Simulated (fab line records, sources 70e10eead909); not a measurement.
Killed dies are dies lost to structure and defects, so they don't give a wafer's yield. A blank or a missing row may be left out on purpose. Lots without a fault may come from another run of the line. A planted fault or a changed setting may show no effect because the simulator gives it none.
Chamber matching | flow nand_harc | NHARC_A_STAIRCASE_DESCUM_219 on rie_diel-03: 4 sister chambers
The step chemistry O2, time 3 s. 4 wafers are shown with their chamber, then 10 later ones without.

WAFERS WITH THEIR CHAMBER
wafer  | chamber | drypump_motor_current_A (A)
L084.5 | 0       | 5.7
L087.4 | 1       | 6.1
L090.1 | 3       | 6.6
L090.4 | 2       | 6.0

WAFERS WITHOUT THEIR CHAMBER
wafer  | drypump_motor_current_A (A)
L090.5 | 6.7
L092.1 | 6.0
L092.4 | 5.6
L092.5 | 6.6
L095.2 | 6.6
L095.3 | 5.7
L095.6 | 6.1
L097.3 | 6.6
L097.4 | 6.1
L097.6 | 6.6

WHICH CHAMBER EACH WENT THROUGH
wafer  | from the rows above | in truth
L090.5 | 3                   | 3
L092.1 | 2                   | 2
L092.4 | 0                   | 0
L092.5 | 3                   | 3
L095.2 | 3                   | 3
L095.3 | 0                   | 0
L095.6 | 1                   | 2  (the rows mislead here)
L097.3 | 3                   | 3
L097.4 | 1                   | 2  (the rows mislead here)
L097.6 | 3                   | 3
Placed correctly: 8 of 10. Can't be placed from these rows: 0. Placed wrongly: 2.
How it was worked out, from the rows above alone: a wafer's distance from a chamber is the root of the sum, over the readings, of the square of ((its reading less the chamber's mean) divided by the reading's scatter). The wafer belongs to the nearest chamber; if the next one is less than 2 further off, it can't be placed. A chamber's mean is the mean of its shown wafers. The scatter: with one shown wafer a chamber, the root of the mean of the squares of how far each hidden wafer lies from its nearest shown one.
